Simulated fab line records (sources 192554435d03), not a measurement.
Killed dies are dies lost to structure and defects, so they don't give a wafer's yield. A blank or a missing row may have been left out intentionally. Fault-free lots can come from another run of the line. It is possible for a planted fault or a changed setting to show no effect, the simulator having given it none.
fab line records :: flow n5_finfet :: part 2 of 2: steps 19 to 24 of 24
[record]
  lots = 5
  wafers = 15
  last_day = 18
route steps=1938 shown BEOL_M7@1279
lots that met no fault: taken from a fault-free run of the same line
start_h: hours from the record's opening day to when the first of the lot's shown wafers began :: wait_h: time in hours since the lot's previous step :: " same as the row above :: L1.1+2: a row that stands for several wafers :: - no value, or no start was given :: * or withheld: withheld :: < > ~ a bound
route shown NAME@n: NAME is a module with steps in the file, n the number in the route of the first one :: usual: average and standard deviation across the fault-free wafers :: same: alike in all rows :: chamber/n: place in a boat :: sites: the reading at each site :: _std_site: how widely they spread, as a standard deviation :: _edge_site: the outer-site mean with the inner-site mean subtracted :: radius_mm: how far each site lies from the wafer's centre :: mask NAME#n: copy n :: behind: the last tool/chamber to shape the wafer :: hold: what put the lot on hold/how long, in hours/how the hold closed :: device: names the non-switching transistor (n, p or np) :: end of line: tests of these same wafers at the route's end :: a step with no rows: only its recipe :: killed: the dies lost at the first sort to structure and to defects; this is not the yield of the wafer :: map: a wafer's dies, marking killed ones x, the rest . and places with no die _
set.NAME: setting as actually run; set.NAME@STEP: the setting as run at that earlier step :: model.NAME: the simulator's own value behind a step, which no gauge read
a table for each step, a row for each wafer; lots at some steps of the route
services: the hour from which a tool's chamber was out of use, counted from the record's first day as start_h (under 0 if before that day), plus the number of hours and why
[[steps]]
[step N5_BEOL_M7_OVL_MEAS_29]
[recipe]
  points_per_wafer = 522
[usual]
  V6_OVL = 0.2/0.72
lot.wafer: L075.1
tool: overlay-02
chamber: 0
start_h: 189.70
wait_h: 0.0
V6_OVL[nm]: 0.5

lot.wafer: L075.2
tool: overlay-02
chamber: 0
start_h: 189.70
wait_h: 0.0
V6_OVL[nm]: -0.5

lot.wafer: L075.5
tool: overlay-02
chamber: 0
start_h: 189.70
wait_h: 0.0
V6_OVL[nm]: -0.9

lot.wafer: L077.4
tool: overlay-02
chamber: 0
start_h: 205.15
wait_h: 0.0
V6_OVL[nm]: 0.0

lot.wafer: L077.5
tool: overlay-02
chamber: 0
start_h: 205.15
wait_h: 0.0
V6_OVL[nm]: 0.1

lot.wafer: L077.6
tool: overlay-02
chamber: 0
start_h: 205.15
wait_h: 0.0
V6_OVL[nm]: 0.2

lot.wafer: L083.1
tool: overlay-01
chamber: 0
start_h: 236.97
wait_h: 0.0
V6_OVL[nm]: 0.9

lot.wafer: L083.3
tool: overlay-01
chamber: 0
start_h: 236.97
wait_h: 0.0
V6_OVL[nm]: 1.0

lot.wafer: L083.4
tool: overlay-01
chamber: 0
start_h: 236.97
wait_h: 0.0
V6_OVL[nm]: 0.7

lot.wafer: L092.1
tool: overlay-02
chamber: 0
start_h: 314.52
wait_h: 0.0
V6_OVL[nm]: 0.1

lot.wafer: L092.2
tool: overlay-02
chamber: 0
start_h: 314.52
wait_h: 0.0
V6_OVL[nm]: 0.2

lot.wafer: L092.3
tool: overlay-02
chamber: 0
start_h: 314.52
wait_h: 0.0
V6_OVL[nm]: 0.6

lot.wafer: L097.1
tool: overlay-01
chamber: 0
start_h: 332.88
wait_h: 0.0
V6_OVL[nm]: 0.4

lot.wafer: L097.4
tool: overlay-01
chamber: 0
start_h: 332.88
wait_h: 0.0
V6_OVL[nm]: -1.0

lot.wafer: L097.6
tool: overlay-01
chamber: 0
start_h: 332.88
wait_h: 0.0
V6_OVL[nm]: -0.9
[step N5_BEOL_M7_INSPECT_30]
[recipe]
  mode = adi
  inspect_instrument = brightfield
[usual]
  raw_defect_count = 401/90
lot.wafer: L075.1
tool: defect_inspect-01
chamber: -
start_h: 189.76
wait_h: 0.1
raw_defect_count: 205

lot.wafer: L075.2
tool: defect_inspect-01
chamber: -
start_h: 189.76
wait_h: 0.1
raw_defect_count: 317

lot.wafer: L075.5
tool: defect_inspect-01
chamber: -
start_h: 189.76
wait_h: 0.1
raw_defect_count: 266

lot.wafer: L077.4
tool: defect_inspect-02
chamber: -
start_h: 205.19
wait_h: 0.0
raw_defect_count: 342

lot.wafer: L077.5
tool: defect_inspect-02
chamber: -
start_h: 205.19
wait_h: 0.0
raw_defect_count: 387

lot.wafer: L077.6
tool: defect_inspect-02
chamber: -
start_h: 205.19
wait_h: 0.0
raw_defect_count: 383

lot.wafer: L083.1
tool: defect_inspect-02
chamber: -
start_h: 237.03
wait_h: 0.1
raw_defect_count: 504

lot.wafer: L083.3
tool: defect_inspect-02
chamber: -
start_h: 237.03
wait_h: 0.1
raw_defect_count: 492

lot.wafer: L083.4
tool: defect_inspect-02
chamber: -
start_h: 237.03
wait_h: 0.1
raw_defect_count: 420

lot.wafer: L092.1
tool: defect_inspect-01
chamber: -
start_h: 314.58
wait_h: 0.1
raw_defect_count: 355

lot.wafer: L092.2
tool: defect_inspect-01
chamber: -
start_h: 314.58
wait_h: 0.1
raw_defect_count: 353

lot.wafer: L092.3
tool: defect_inspect-01
chamber: -
start_h: 314.58
wait_h: 0.1
raw_defect_count: 399

lot.wafer: L097.1
tool: defect_inspect-01
chamber: -
start_h: 332.94
wait_h: 0.1
raw_defect_count: 400

lot.wafer: L097.4
tool: defect_inspect-01
chamber: -
start_h: 332.94
wait_h: 0.1
raw_defect_count: 519

lot.wafer: L097.6
tool: defect_inspect-01
chamber: -
start_h: 332.94
wait_h: 0.1
raw_defect_count: 370
[step N5_BEOL_M7_DESCUM_33]
[recipe]
  chemistry = O2
  time_s = 7
  source_power_w = 50
  bias_power_w = 20
  pressure_mtorr = 20
  rf_frequency_hz = 2.712e+07
  temp_c = 40
  resist = CAR-EUV
  o2_flow_sccm = 225
[usual]
  drypump_motor_current_A = 5.5/0.42
  oes_product_au = 0.81/0.093
  rf_vpp_V = 242.7/1.5
  showerhead_plenum_p_Torr = 2.06/0.069
  temp_c = 40.00/0.12
  throttle_valve_pct = 20.21/0.2
lot.wafer: L075.1
tool: rie_diel-01
chamber: 0
start_h: 189.79
wait_h: 0.0
drypump_motor_current_A: 5.0
oes_product_au: 0.94
rf_hours_counter_h: 7
rf_vpp_V: 242.6
showerhead_plenum_p_Torr: 2.06
temp_c: 39.88
throttle_valve_pct: 20.03

lot.wafer: L075.2
tool: rie_diel-01
chamber: 2
start_h: 189.79
wait_h: 0.0
drypump_motor_current_A: 5.2
oes_product_au: 0.76
rf_hours_counter_h: 135
rf_vpp_V: 240.5
showerhead_plenum_p_Torr: 2.02
temp_c: 40.12
throttle_valve_pct: 20.35

lot.wafer: L075.5
tool: rie_diel-01
chamber: 3
start_h: 189.79
wait_h: 0.0
drypump_motor_current_A: 5.6
oes_product_au: 0.76
rf_hours_counter_h: -
rf_vpp_V: 246.1
showerhead_plenum_p_Torr: 2.17
temp_c: 40.07
throttle_valve_pct: 20.15

lot.wafer: L077.4
tool: rie_diel-03
chamber: 3
start_h: 205.36
wait_h: 0.2
drypump_motor_current_A: 5.7
oes_product_au: 0.67
rf_hours_counter_h: 244
rf_vpp_V: 243.3
showerhead_plenum_p_Torr: 2.06
temp_c: 39.96
throttle_valve_pct: 20.58

lot.wafer: L077.5
tool: rie_diel-03
chamber: 2
start_h: 205.36
wait_h: 0.2
drypump_motor_current_A: 5.0
oes_product_au: 0.94
rf_hours_counter_h: -
rf_vpp_V: 244.1
showerhead_plenum_p_Torr: 2.12
temp_c: 40.08
throttle_valve_pct: 19.95

lot.wafer: L077.6
tool: rie_diel-03
chamber: 3
start_h: 205.36
wait_h: 0.2
drypump_motor_current_A: 5.7
oes_product_au: 0.67
rf_hours_counter_h: -
rf_vpp_V: 242.1
showerhead_plenum_p_Torr: 2.06
temp_c: 39.96
throttle_valve_pct: 20.56

lot.wafer: L083.1
tool: rie_diel-03
chamber: 1
start_h: 237.29
wait_h: 0.3
drypump_motor_current_A: 6.3
oes_product_au: 0.96
rf_hours_counter_h: 1
rf_vpp_V: 243.4
showerhead_plenum_p_Torr: 2.15
temp_c: 40.13
throttle_valve_pct: 20.51

lot.wafer: L083.3
tool: rie_diel-03
chamber: 2
start_h: 237.29
wait_h: 0.3
drypump_motor_current_A: 5.1
oes_product_au: 0.90
rf_hours_counter_h: 23
rf_vpp_V: 244.0
showerhead_plenum_p_Torr: 2.12
temp_c: 40.24
throttle_valve_pct: 19.96

lot.wafer: L083.4
tool: rie_diel-03
chamber: 3
start_h: 237.29
wait_h: 0.3
drypump_motor_current_A: 5.7
oes_product_au: 0.66
rf_hours_counter_h: -
rf_vpp_V: 242.8
showerhead_plenum_p_Torr: 2.06
temp_c: 39.92
throttle_valve_pct: 20.58

lot.wafer: L092.1
tool: rie_diel-04
chamber: 3
start_h: 314.77
wait_h: 0.2
drypump_motor_current_A: 5.2
oes_product_au: 0.67
rf_hours_counter_h: 245
rf_vpp_V: 241.9
showerhead_plenum_p_Torr: 1.97
temp_c: 40.08
throttle_valve_pct: 20.32

lot.wafer: L092.2
tool: rie_diel-04
chamber: 0
start_h: 314.77
wait_h: 0.2
drypump_motor_current_A: 5.7
oes_product_au: 0.93
rf_hours_counter_h: 14
rf_vpp_V: 241.1
showerhead_plenum_p_Torr: 2.04
temp_c: 39.92
throttle_valve_pct: 20.32

lot.wafer: L092.3
tool: rie_diel-04
chamber: 2
start_h: 314.77
wait_h: 0.2
drypump_motor_current_A: 6.2
oes_product_au: 0.83
rf_hours_counter_h: 89
rf_vpp_V: 243.0
showerhead_plenum_p_Torr: 2.11
temp_c: 39.88
throttle_valve_pct: 19.98

lot.wafer: L097.1
tool: rie_diel-03
chamber: 1
start_h: 332.98
wait_h: 0.0
drypump_motor_current_A: 6.3
oes_product_au: 0.86
rf_hours_counter_h: 34
rf_vpp_V: 244.6
showerhead_plenum_p_Torr: 2.13
temp_c: 40.15
throttle_valve_pct: 20.58

lot.wafer: L097.4
tool: rie_diel-03
chamber: 0
start_h: 332.98
wait_h: 0.0
drypump_motor_current_A: 6.0
oes_product_au: 0.93
rf_hours_counter_h: 21
rf_vpp_V: 242.2
showerhead_plenum_p_Torr: 2.03
temp_c: 40.03
throttle_valve_pct: 19.81

lot.wafer: L097.6
tool: rie_diel-03
chamber: 0
start_h: 332.98
wait_h: 0.0
drypump_motor_current_A: 6.0
oes_product_au: 0.93
rf_hours_counter_h: -
rf_vpp_V: 243.8
showerhead_plenum_p_Torr: 2.03
temp_c: 39.94
throttle_valve_pct: 19.81
[step N5_BEOL_M7_ETCH_72]
[recipe]
  chemistry = N2/H2
  target = underlayer
  target_depth_a = 65
  mask_material = CAR-EUV
  time_s = 5.2
  ion_energy_ev = 200
  pressure_mtorr = 30
  source_w = 840
  bias_w = 150
  n2_flow_sccm = 200
  h2_flow_sccm = 200
  ends = cleared
[usual]
  drypump_motor_current_A = 5.5/0.43
  etch_rf_on_time_s = 5.19/0.12
  oes_product_au = 0.69/0.078
  rf_vpp_V = 522.8/2.7
  showerhead_plenum_p_Torr = 2.51/0.09
  throttle_valve_pct = 17.70/0.21
lot.wafer: L075.1
tool: rie_diel-01
chamber: 0
start_h: 189.83
wait_h: 0.0
drypump_motor_current_A: 5.0
etch_rf_on_time_s: 5.33
oes_product_au: 0.80
rf_hours_counter_h: 7
rf_vpp_V: 524.2
showerhead_plenum_p_Torr: 2.51
throttle_valve_pct: 17.51

lot.wafer: L075.2
tool: rie_diel-01
chamber: 2
start_h: 189.83
wait_h: 0.0
drypump_motor_current_A: 5.2
etch_rf_on_time_s: 5.35
oes_product_au: 0.65
rf_hours_counter_h: 135
rf_vpp_V: 520.5
showerhead_plenum_p_Torr: 2.44
throttle_valve_pct: 17.72

lot.wafer: L075.5
tool: rie_diel-01
chamber: 3
start_h: 189.83
wait_h: 0.0
drypump_motor_current_A: 5.6
etch_rf_on_time_s: 5.28
oes_product_au: 0.64
rf_hours_counter_h: -
rf_vpp_V: 530.7
showerhead_plenum_p_Torr: 2.66
throttle_valve_pct: 17.78

lot.wafer: L077.4
tool: rie_diel-03
chamber: 3
start_h: 205.40
wait_h: 0.0
drypump_motor_current_A: 5.7
etch_rf_on_time_s: 5.31
oes_product_au: 0.57
rf_hours_counter_h: 244
rf_vpp_V: 522.8
showerhead_plenum_p_Torr: 2.52
throttle_valve_pct: 18.14

lot.wafer: L077.5
tool: rie_diel-03
chamber: 2
start_h: 205.40
wait_h: 0.0
drypump_motor_current_A: 5.0
etch_rf_on_time_s: 5.11
oes_product_au: 0.80
rf_hours_counter_h: -
rf_vpp_V: 525.7
showerhead_plenum_p_Torr: 2.61
throttle_valve_pct: 17.50

lot.wafer: L077.6
tool: rie_diel-03
chamber: 3
start_h: 205.40
wait_h: 0.0
drypump_motor_current_A: 5.7
etch_rf_on_time_s: 5.31
oes_product_au: 0.58
rf_hours_counter_h: -
rf_vpp_V: 523.1
showerhead_plenum_p_Torr: 2.52
throttle_valve_pct: 18.12

lot.wafer: L083.1
tool: rie_diel-03
chamber: 1
start_h: 237.32
wait_h: 0.0
drypump_motor_current_A: 6.3
etch_rf_on_time_s: 4.97
oes_product_au: 0.85
rf_hours_counter_h: 1
rf_vpp_V: 525.1
showerhead_plenum_p_Torr: 2.60
throttle_valve_pct: 17.93

lot.wafer: L083.3
tool: rie_diel-03
chamber: 2
start_h: 237.32
wait_h: 0.0
drypump_motor_current_A: 5.0
etch_rf_on_time_s: 5.01
oes_product_au: 0.78
rf_hours_counter_h: 23
rf_vpp_V: 526.7
showerhead_plenum_p_Torr: 2.60
throttle_valve_pct: 17.52

lot.wafer: L083.4
tool: rie_diel-03
chamber: 3
start_h: 237.32
wait_h: 0.0
drypump_motor_current_A: 5.7
etch_rf_on_time_s: 5.25
oes_product_au: 0.56
rf_hours_counter_h: -
rf_vpp_V: 524.3
showerhead_plenum_p_Torr: 2.51
throttle_valve_pct: 18.17

lot.wafer: L092.1
tool: rie_diel-04
chamber: 3
start_h: 314.80
wait_h: 0.0
drypump_motor_current_A: 5.2
etch_rf_on_time_s: 5.19
oes_product_au: 0.57
rf_hours_counter_h: 245
rf_vpp_V: 522.6
showerhead_plenum_p_Torr: 2.40
throttle_valve_pct: 17.77

lot.wafer: L092.2
tool: rie_diel-04
chamber: 0
start_h: 314.80
wait_h: 0.0
drypump_motor_current_A: 5.8
etch_rf_on_time_s: 5.02
oes_product_au: 0.79
rf_hours_counter_h: 14
rf_vpp_V: 523.8
showerhead_plenum_p_Torr: 2.49
throttle_valve_pct: 17.82

lot.wafer: L092.3
tool: rie_diel-04
chamber: 2
start_h: 314.80
wait_h: 0.0
drypump_motor_current_A: 6.2
etch_rf_on_time_s: 5.38
oes_product_au: 0.69
rf_hours_counter_h: 89
rf_vpp_V: 525.1
showerhead_plenum_p_Torr: 2.56
throttle_valve_pct: 17.42

lot.wafer: L097.1
tool: rie_diel-03
chamber: 1
start_h: 333.01
wait_h: 0.0
drypump_motor_current_A: 6.3
etch_rf_on_time_s: 5.06
oes_product_au: 0.74
rf_hours_counter_h: 34
rf_vpp_V: 525.1
showerhead_plenum_p_Torr: 2.59
throttle_valve_pct: 18.01

lot.wafer: L097.4
tool: rie_diel-03
chamber: 0
start_h: 333.01
wait_h: 0.0
drypump_motor_current_A: 6.1
etch_rf_on_time_s: 4.99
oes_product_au: 0.79
rf_hours_counter_h: 21
rf_vpp_V: 522.2
showerhead_plenum_p_Torr: 2.48
throttle_valve_pct: 17.28

lot.wafer: L097.6
tool: rie_diel-03
chamber: 0
start_h: 333.01
wait_h: 0.0
drypump_motor_current_A: 6.1
etch_rf_on_time_s: 5.01
oes_product_au: 0.80
rf_hours_counter_h: -
rf_vpp_V: 520.3
showerhead_plenum_p_Torr: 2.48
throttle_valve_pct: 17.31
[step N5_BEOL_M7_ETCH_65]
[recipe]
  chemistry = CF4
  target = SiARC
  target_depth_a = 156
  mask_material = CAR-EUV
  time_s = 26
  ion_energy_ev = 80
  pressure_mtorr = 40
  source_w = 545
  bias_w = 36
  Ar_flow_sccm = 100
  cf4_flow_sccm = 100
  ends = cleared
[usual]
  drypump_motor_current_A = 5.5/0.43
  etch_rf_on_time_s = 25.9/0.56
  oes_product_au = 0.69/0.079
  rf_vpp_V = 183.8/1.2
  showerhead_plenum_p_Torr = 2.11/0.073
  throttle_valve_pct = 15.44/0.21
lot.wafer: L075.1
tool: rie_diel-01
chamber: 0
start_h: 189.85
wait_h: 0.0
drypump_motor_current_A: 4.9
etch_rf_on_time_s: 26.4
oes_product_au: 0.81
rf_hours_counter_h: 7
rf_vpp_V: 183.6
showerhead_plenum_p_Torr: 2.11
throttle_valve_pct: 15.18

lot.wafer: L075.2
tool: rie_diel-01
chamber: 2
start_h: 189.85
wait_h: 0.0
drypump_motor_current_A: 5.2
etch_rf_on_time_s: 26.4
oes_product_au: 0.67
rf_hours_counter_h: 135
rf_vpp_V: 182.6
showerhead_plenum_p_Torr: 2.07
throttle_valve_pct: 15.54

lot.wafer: L075.5
tool: rie_diel-01
chamber: 3
start_h: 189.85
wait_h: 0.0
drypump_motor_current_A: 5.6
etch_rf_on_time_s: 26.6
oes_product_au: 0.64
rf_hours_counter_h: -
rf_vpp_V: 185.0
showerhead_plenum_p_Torr: 2.24
throttle_valve_pct: 15.49

lot.wafer: L077.4
tool: rie_diel-03
chamber: 3
start_h: 205.41
wait_h: 0.0
drypump_motor_current_A: 5.7
etch_rf_on_time_s: 25.8
oes_product_au: 0.58
rf_hours_counter_h: 244
rf_vpp_V: 183.9
showerhead_plenum_p_Torr: 2.12
throttle_valve_pct: 15.87

lot.wafer: L077.5
tool: rie_diel-03
chamber: 2
start_h: 205.41
wait_h: 0.0
drypump_motor_current_A: 5.0
etch_rf_on_time_s: 25.4
oes_product_au: 0.81
rf_hours_counter_h: -
rf_vpp_V: 185.4
showerhead_plenum_p_Torr: 2.19
throttle_valve_pct: 15.24

lot.wafer: L077.6
tool: rie_diel-03
chamber: 3
start_h: 205.41
wait_h: 0.0
drypump_motor_current_A: 5.7
etch_rf_on_time_s: 26.0
oes_product_au: 0.58
rf_hours_counter_h: -
rf_vpp_V: 184.4
showerhead_plenum_p_Torr: 2.12
throttle_valve_pct: 15.86

lot.wafer: L083.1
tool: rie_diel-03
chamber: 1
start_h: 237.34
wait_h: 0.0
drypump_motor_current_A: 6.4
etch_rf_on_time_s: 24.7
oes_product_au: 0.83
rf_hours_counter_h: 1
rf_vpp_V: 184.4
showerhead_plenum_p_Torr: 2.19
throttle_valve_pct: 15.57

lot.wafer: L083.3
tool: rie_diel-03
chamber: 2
start_h: 237.34
wait_h: 0.0
drypump_motor_current_A: 5.1
etch_rf_on_time_s: 25.4
oes_product_au: 0.77
rf_hours_counter_h: 23
rf_vpp_V: 185.5
showerhead_plenum_p_Torr: 2.18
throttle_valve_pct: 15.28

lot.wafer: L083.4
tool: rie_diel-03
chamber: 3
start_h: 237.34
wait_h: 0.0
drypump_motor_current_A: 5.7
etch_rf_on_time_s: 26.1
oes_product_au: 0.57
rf_hours_counter_h: -
rf_vpp_V: 184.3
showerhead_plenum_p_Torr: 2.12
throttle_valve_pct: 15.87

lot.wafer: L092.1
tool: rie_diel-04
chamber: 3
start_h: 314.82
wait_h: 0.0
drypump_motor_current_A: 5.1
etch_rf_on_time_s: 25.5
oes_product_au: 0.58
rf_hours_counter_h: 245
rf_vpp_V: 182.7
showerhead_plenum_p_Torr: 2.03
throttle_valve_pct: 15.64

lot.wafer: L092.2
tool: rie_diel-04
chamber: 0
start_h: 314.82
wait_h: 0.0
drypump_motor_current_A: 5.8
etch_rf_on_time_s: 24.6
oes_product_au: 0.80
rf_hours_counter_h: 14
rf_vpp_V: 183.2
showerhead_plenum_p_Torr: 2.09
throttle_valve_pct: 15.47

lot.wafer: L092.3
tool: rie_diel-04
chamber: 2
start_h: 314.82
wait_h: 0.0
drypump_motor_current_A: 6.2
etch_rf_on_time_s: 26.2
oes_product_au: 0.70
rf_hours_counter_h: 89
rf_vpp_V: 184.7
showerhead_plenum_p_Torr: 2.17
throttle_valve_pct: 15.21

lot.wafer: L097.1
tool: rie_diel-03
chamber: 1
start_h: 333.03
wait_h: 0.0
drypump_motor_current_A: 6.3
etch_rf_on_time_s: 25.3
oes_product_au: 0.75
rf_hours_counter_h: 34
rf_vpp_V: 183.9
showerhead_plenum_p_Torr: 2.18
throttle_valve_pct: 15.64

lot.wafer: L097.4
tool: rie_diel-03
chamber: 0
start_h: 333.03
wait_h: 0.0
drypump_motor_current_A: 6.1
etch_rf_on_time_s: 25.2
oes_product_au: 0.80
rf_hours_counter_h: 21
rf_vpp_V: 184.3
showerhead_plenum_p_Torr: 2.09
throttle_valve_pct: 15.05

lot.wafer: L097.6
tool: rie_diel-03
chamber: 0
start_h: 333.03
wait_h: 0.0
drypump_motor_current_A: 6.0
etch_rf_on_time_s: 25.0
oes_product_au: 0.79
rf_hours_counter_h: -
rf_vpp_V: 183.1
showerhead_plenum_p_Torr: 2.09
throttle_valve_pct: 15.06
[step N5_BEOL_M7_ETCH_66]
[recipe]
  chemistry = N2/H2
  target = SOC
  target_depth_a = 800
  overetch_a = 160
  mask_material = SiARC
  temp_c = 40
  time_s = 120
  ion_energy_ev = 200
  pressure_mtorr = 30
  source_w = 840
  bias_w = 150
  n2_flow_sccm = 200
  h2_flow_sccm = 200
[usual]
  drypump_motor_current_A = 5.5/0.42
  oes_product_au = 0.62/0.067
  rf_vpp_V = 522.8/2.5
  showerhead_plenum_p_Torr = 2.51/0.09
  temp_c = 40.02/0.11
  throttle_valve_pct = 17.66/0.21
lot.wafer: L075.1
tool: rie_diel-01
chamber: 0
start_h: 189.87
wait_h: 0.0
drypump_motor_current_A: 5.0
oes_product_au: 0.73
rf_hours_counter_h: 7
rf_vpp_V: 524.1
showerhead_plenum_p_Torr: 2.51
temp_c: 39.92
throttle_valve_pct: 17.49

lot.wafer: L075.2
tool: rie_diel-01
chamber: 2
start_h: 189.87
wait_h: 0.0
drypump_motor_current_A: 5.2
oes_product_au: 0.61
rf_hours_counter_h: 135
rf_vpp_V: 520.2
showerhead_plenum_p_Torr: 2.44
temp_c: 40.10
throttle_valve_pct: 17.70

lot.wafer: L075.5
tool: rie_diel-01
chamber: 3
start_h: 189.87
wait_h: 0.0
drypump_motor_current_A: 5.6
oes_product_au: 0.59
rf_hours_counter_h: -
rf_vpp_V: 526.9
showerhead_plenum_p_Torr: 2.66
temp_c: 40.13
throttle_valve_pct: 17.75

lot.wafer: L077.4
tool: rie_diel-03
chamber: 3
start_h: 205.44
wait_h: 0.0
drypump_motor_current_A: 5.7
oes_product_au: 0.52
rf_hours_counter_h: 244
rf_vpp_V: 524.0
showerhead_plenum_p_Torr: 2.52
temp_c: 39.90
throttle_valve_pct: 18.10

lot.wafer: L077.5
tool: rie_diel-03
chamber: 2
start_h: 205.44
wait_h: 0.0
drypump_motor_current_A: 5.0
oes_product_au: 0.71
rf_hours_counter_h: -
rf_vpp_V: 527.2
showerhead_plenum_p_Torr: 2.61
temp_c: 39.97
throttle_valve_pct: 17.43

lot.wafer: L077.6
tool: rie_diel-03
chamber: 3
start_h: 205.44
wait_h: 0.0
drypump_motor_current_A: 5.7
oes_product_au: 0.51
rf_hours_counter_h: -
rf_vpp_V: 522.2
showerhead_plenum_p_Torr: 2.52
temp_c: 40.01
throttle_valve_pct: 18.08

lot.wafer: L083.1
tool: rie_diel-03
chamber: 1
start_h: 237.37
wait_h: 0.0
drypump_motor_current_A: 6.3
oes_product_au: 0.73
rf_hours_counter_h: 1
rf_vpp_V: 526.0
showerhead_plenum_p_Torr: 2.60
temp_c: 39.97
throttle_valve_pct: 17.87

lot.wafer: L083.3
tool: rie_diel-03
chamber: 2
start_h: 237.37
wait_h: 0.0
drypump_motor_current_A: 5.0
oes_product_au: 0.69
rf_hours_counter_h: 24
rf_vpp_V: 525.2
showerhead_plenum_p_Torr: 2.60
temp_c: 40.06
throttle_valve_pct: 17.49

lot.wafer: L083.4
tool: rie_diel-03
chamber: 3
start_h: 237.37
wait_h: 0.0
drypump_motor_current_A: 5.7
oes_product_au: 0.52
rf_hours_counter_h: -
rf_vpp_V: 521.8
showerhead_plenum_p_Torr: 2.51
temp_c: 40.11
throttle_valve_pct: 18.13

lot.wafer: L092.1
tool: rie_diel-04
chamber: 3
start_h: 314.85
wait_h: 0.0
drypump_motor_current_A: 5.2
oes_product_au: 0.51
rf_hours_counter_h: 245
rf_vpp_V: 520.2
showerhead_plenum_p_Torr: 2.40
temp_c: 39.93
throttle_valve_pct: 17.72

lot.wafer: L092.2
tool: rie_diel-04
chamber: 0
start_h: 314.85
wait_h: 0.0
drypump_motor_current_A: 5.8
oes_product_au: 0.70
rf_hours_counter_h: 14
rf_vpp_V: 522.0
showerhead_plenum_p_Torr: 2.49
temp_c: 40.13
throttle_valve_pct: 17.80

lot.wafer: L092.3
tool: rie_diel-04
chamber: 2
start_h: 314.85
wait_h: 0.0
drypump_motor_current_A: 6.2
oes_product_au: 0.63
rf_hours_counter_h: 89
rf_vpp_V: 522.7
showerhead_plenum_p_Torr: 2.56
temp_c: 39.94
throttle_valve_pct: 17.40

lot.wafer: L097.1
tool: rie_diel-03
chamber: 1
start_h: 333.06
wait_h: 0.0
drypump_motor_current_A: 6.3
oes_product_au: 0.66
rf_hours_counter_h: 34
rf_vpp_V: 526.5
showerhead_plenum_p_Torr: 2.59
temp_c: 40.03
throttle_valve_pct: 17.93

lot.wafer: L097.4
tool: rie_diel-03
chamber: 0
start_h: 333.06
wait_h: 0.0
drypump_motor_current_A: 6.1
oes_product_au: 0.70
rf_hours_counter_h: 21
rf_vpp_V: 523.2
showerhead_plenum_p_Torr: 2.48
temp_c: 40.03
throttle_valve_pct: 17.25

lot.wafer: L097.6
tool: rie_diel-03
chamber: 0
start_h: 333.06
wait_h: 0.0
drypump_motor_current_A: 6.0
oes_product_au: 0.70
rf_hours_counter_h: -
rf_vpp_V: 522.1
showerhead_plenum_p_Torr: 2.48
temp_c: 40.18
throttle_valve_pct: 17.26
[[services]]
tool: rie_metal-03
chamber: 1
start_h: 166.83
hours: 4.3
kind: repair

tool: euv_scanner-01
chamber: -
start_h: 169.90
hours: 0.5
kind: repair

tool: euv_scanner-01
chamber: -
start_h: 176.57
hours: 0.7
kind: repair

tool: euv_scanner-02
chamber: -
start_h: 183.55
hours: 1.0
kind: pm

tool: rie_diel-01
chamber: 1
start_h: 186.61
hours: 6.5
kind: repair

tool: euv_scanner-02
chamber: -
start_h: 196.39
hours: 4.6
kind: pm

tool: rie_diel-04
chamber: 3
start_h: 198.65
hours: 1.7
kind: repair

tool: euv_scanner-01
chamber: -
start_h: 206.15
hours: 12.0
kind: pm

tool: euv_scanner-02
chamber: -
start_h: 215.42
hours: 23.4
kind: repair

tool: rie_diel-01
chamber: 1
start_h: 218.33
hours: 2.2
kind: repair

tool: euv_scanner-01
chamber: -
start_h: 231.27
hours: 1.0
kind: pm

tool: rie_diel-04
chamber: -
start_h: 237.68
hours: 2.8
kind: pm

tool: euv_scanner-02
chamber: -
start_h: 239.70
hours: 1.0
kind: pm

tool: euv_scanner-01
chamber: -
start_h: 247.54
hours: 4.7
kind: repair

tool: rie_diel-01
chamber: 0
start_h: 254.85
hours: 1.3
kind: repair

tool: euv_scanner-01
chamber: -
start_h: 255.63
hours: 8.0
kind: pm

tool: rie_diel-01
chamber: 0
start_h: 269.55
hours: 3.6
kind: repair

tool: euv_scanner-01
chamber: -
start_h: 273.38
hours: 1.0
kind: pm

tool: rie_diel-04
chamber: -
start_h: 288.48
hours: 2.1
kind: repair

tool: euv_scanner-02
chamber: -
start_h: 295.85
hours: 1.0
kind: pm

tool: euv_scanner-01
chamber: -
start_h: 302.27
hours: 5.8
kind: pm

tool: rie_diel-01
chamber: 1
start_h: 305.80
hours: 8.6
kind: repair

tool: euv_scanner-01
chamber: -
start_h: 309.71
hours: 3.8
kind: repair

tool: euv_scanner-01
chamber: -
start_h: 329.53
hours: 1.0
kind: pm
